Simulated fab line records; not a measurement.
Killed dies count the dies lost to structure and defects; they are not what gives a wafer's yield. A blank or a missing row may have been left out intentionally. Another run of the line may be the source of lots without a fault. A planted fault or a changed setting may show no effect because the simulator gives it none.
Struck lot and sound lot, side by side    flow nand harc    31 steps out of a route of 1302
Sound: these wafers, L280.4, L280.5, L280.6. The struck wafers were L290.3, L290.4, L290.5. The cause comes at the end.
For every step that has rows: the tool of each side, followed by ch and its chambers, followed by its first start. Under that, the readings that differ: sound wafers    struck wafers    difference of the means    sigmas: that difference in standard deviations of wafers without a fault.
alike: words and numbers the same on both sides, and readings whose means are apart by under 2 such deviations; not compared: readings that were withheld, readings missing a value for some wafer, numbers with overlapping values and no deviation given by the record, and bounds like >300 which may hide the same value.
The two part at a step that has a row with sigmas, a row that says differs or no value, or rows on one side only. Numbers that don't overlap but have no deviation are shown without sigmas and don't part them. A reading missing from all wafers of one side parts the sides only when that side holds two or more wafers.

NHARC_P_ZERO_WELL_INSPECT_43:
  sound: defect inspect-01 at day 4 05:18; struck: defect inspect-01 at day 8 10:19
  alike: raw defect count
then, 11 steps without rows for these wafers: NHARC_P_STI_ETCH_26 (etches SiO2 in dHF, target depth 11 nm); NHARC_P_STI_PRECLEAN_27 (cleans in SC1); NHARC_P_STI_SRD_28; NHARC_P_STI_OXIDE_29 (material SiO2, target thk 10 nm, ox time 1362 s); NHARC_P_STI_HM_DEP_30 (deposits Si3N4, target thk 80 nm, time 873 s); NHARC_P_STI_DEHYDRATE_01 (time 120 s); NHARC_P_STI_HMDS_02 (time 30 s); NHARC_P_STI_COAT_41 (time 65 s); NHARC_P_STI_COAT_03 (resist thk 600 nm); NHARC_P_STI_SOFTBAKE_04 (time 70 s); NHARC_P_STI_EBR_05.
NHARC_P_STI_EXPOSE_06: exposes mask P STI, target cd 200 nm.
  sound on krf scanner-03 ch 0, day 4 22:11; struck on krf scanner-04 ch 0, day 9 01:25
reading  sound                    struck                            difference  sigmas
mask     P_STI#0 P_STI#0 P_STI#0  P_STI_R1#0 P_STI_R1#0 P_STI_R1#0  differs     
then, 2 steps without rows for these wafers: NHARC_P_STI_PEB_07 (peb time 80 s); NHARC_P_STI_DEVELOP_08 (time 50 s).
NHARC_P_STI_CD_MEAS_09: target cd 200 nm.
  sound on cd sem-03 ch 0, day 4 22:20; struck on cd sem-01 ch 0, day 9 01:34
reading     sound              struck             difference  sigmas
cd nm (nm)  198.7 199.0 198.4  203.8 204.8 205.1  +5.9        +3
NHARC_P_STI_OVL_MEAS_10:
  sound: overlay-01 at day 4 22:25; struck: overlay-02 at day 9 01:38
  alike: overlay x nm, overlay y nm
NHARC_P_STI_INSPECT_11:
  sound: defect inspect-01 at day 4 22:27; struck: defect inspect-01 at day 9 01:41
  alike: raw defect count
then, 1 step without rows for these wafers: NHARC_P_STI_HARDBAKE_13 (time 65 s).
NHARC_P_STI_DESCUM_14: chemistry O2, time 3 s.
  sound on rie diel-10 ch 0,1,2, day 4 22:37; struck on rie diel-13 ch 0,1,3, day 9 01:50
reading                 sound              struck             difference  sigmas
model.P_STI.cd nm (nm)  198.4 198.8 198.5  203.5 204.6 204.7  +5.7        
  alike: chamber pressure mTorr, drypump motor current A, oes product au, rf vpp V, showerhead plenum p Torr, throttle valve pct
  not compared: rf hours counter h
NHARC_P_STI_ETCH_42: etches the open film in N2/H2, target depth 80 nm, overetch 24 nm, time 61 s.
  sound on rie diel-10 ch 1,2, day 4 22:41; struck on rie diel-13 ch 0,1,3, day 9 01:58
  alike: chamber pressure mTorr, drypump motor current A, oes product au, rf vpp V, showerhead plenum p Torr, throttle valve pct
  not compared: rf hours counter h
NHARC_P_STI_ETCH_31: etches the open film in CF4/CHF3, target depth 108.9 nm, time 54.5 s.
  sound on rie diel-10 ch 1,2,3; struck on rie diel-13 ch 0,1,3
  alike: chamber pressure mTorr, drypump motor current A, oes product au, rf vpp V, showerhead plenum p Torr, throttle valve pct
  not compared: rf hours counter h
NHARC_P_STI_ETCH_15: etches the open film in HBr/Cl2, target depth 300 nm, time 100.1 s.
  sound on rie si-04 ch 1,2, day 4 22:53; struck on rie si-03 ch 1,2, day 9 02:11
reading                 sound            struck             difference  sigmas
model.P_STI.cd nm (nm)  198.4 199.4 198  203.4 204.9 203.7  +5.4        
  alike: chamber pressure mTorr, drypump motor current A, oes product au, throttle valve pct
  not compared: rf hours counter h
NHARC_P_STI_CD_MEAS_16:
  sound: cd sem-02 at day 4 23:02; struck: cd sem-02 at day 9 02:21
reading     sound              struck             difference  sigmas
cd nm (nm)  198.3 199.9 197.9  203.4 205.0 203.7  +5.3        +3
NHARC_P_STI_OCD_MEAS_17:
  sound: ocd-02 at day 4 23:07; struck: ocd-01 at day 9 02:26
reading                 sound              struck             difference  sigmas
trench foot cd nm (nm)  156.4 156.7 156.4  161.1 162.3 164.0  +6.0        +3
  alike: trench depth nm
then, 3 steps without rows for these wafers: NHARC_P_STI_STRIP_19 (strips in SPM, time 900 s); NHARC_P_STI_PRECLEAN_32 (cleans in SC1); NHARC_P_STI_SRD_23.
NHARC_P_STI_OCD_MEAS_43:
  sound: ocd-01 at day 4 23:38; struck: ocd-02 at day 9 03:13
reading                 sound              struck             difference  sigmas
trench foot cd nm (nm)  156.5 157.3 156.6  161.4 162.5 163.5  +5.7        +3
  alike: trench depth nm
  not compared: hold
then, 1 step without rows for these wafers: NHARC_P_STI_OXIDE_33 (material SiO2, target thk 10 nm, ox time 281 s).
NHARC_END_SORT_01:
  the record has rows for the sound wafers here (prober-01 ch 0, day 26 18:35) and none for the struck ones

## WHERE THEY PART
At NHARC_P_STI_EXPOSE_06 first; at NHARC_END_SORT_01 last (within this record only).

WHY: what had been put in by the simulator
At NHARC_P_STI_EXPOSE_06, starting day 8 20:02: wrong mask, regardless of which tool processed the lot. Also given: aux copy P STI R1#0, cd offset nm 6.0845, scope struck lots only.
